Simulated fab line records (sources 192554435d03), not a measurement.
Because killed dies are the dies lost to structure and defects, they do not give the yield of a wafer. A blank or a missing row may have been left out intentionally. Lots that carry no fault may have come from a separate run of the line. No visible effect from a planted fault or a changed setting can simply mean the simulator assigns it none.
Chamber matching ; flow n5_finfet ; N5_BEOL_M11_STRIP_67 on rie_diel-06: 4 sister chambers
The step strips in CF4. 4 wafers are shown with their chamber, then 8 later ones without.

WAFERS, EACH WITH ITS CHAMBER
wafer;chamber;showerhead_plenum_p_Torr (Torr)
L081.4;0;1.81
L089.3;1;1.71
L089.4;3;1.74
L090.1;2;1.79

WAFERS WHOSE CHAMBER IS MISSING
wafer;showerhead_plenum_p_Torr (Torr)
L090.2;1.71
L090.3;1.73
L094.2;1.73
L094.3;1.79
L094.5;1.70
L097.1;1.81
L097.2;1.73
L097.4;1.70

THE CHAMBER EACH PASSED THROUGH
wafer;from the rows above;in truth
L090.2;1;1
L090.3;can't be placed: 3 or 1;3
L094.2;can't be placed: 3 or 1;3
L094.3;2;2
L094.5;1;1
L097.1;0;0
L097.2;can't be placed: 3 or 1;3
L097.4;1;1
Correctly placed: 5 of 8. From these rows, 3 cannot be placed; in 3 the true chamber is one of the candidates. Placed wrongly: 0.
How it was worked out, from the rows above alone: a wafer's distance from a chamber is the root of the sum, over the readings, of the square of ((its reading less the chamber's mean) divided by the reading's scatter). If the next closest chamber is less than 2 further off than the closest, the wafer can't be placed; otherwise it belongs to the closest. For every chamber, the mean is computed from those of its wafers that are shown. The scatter: root of mean squared gap, hidden wafer to nearest shown wafer, with one shown wafer a chamber.
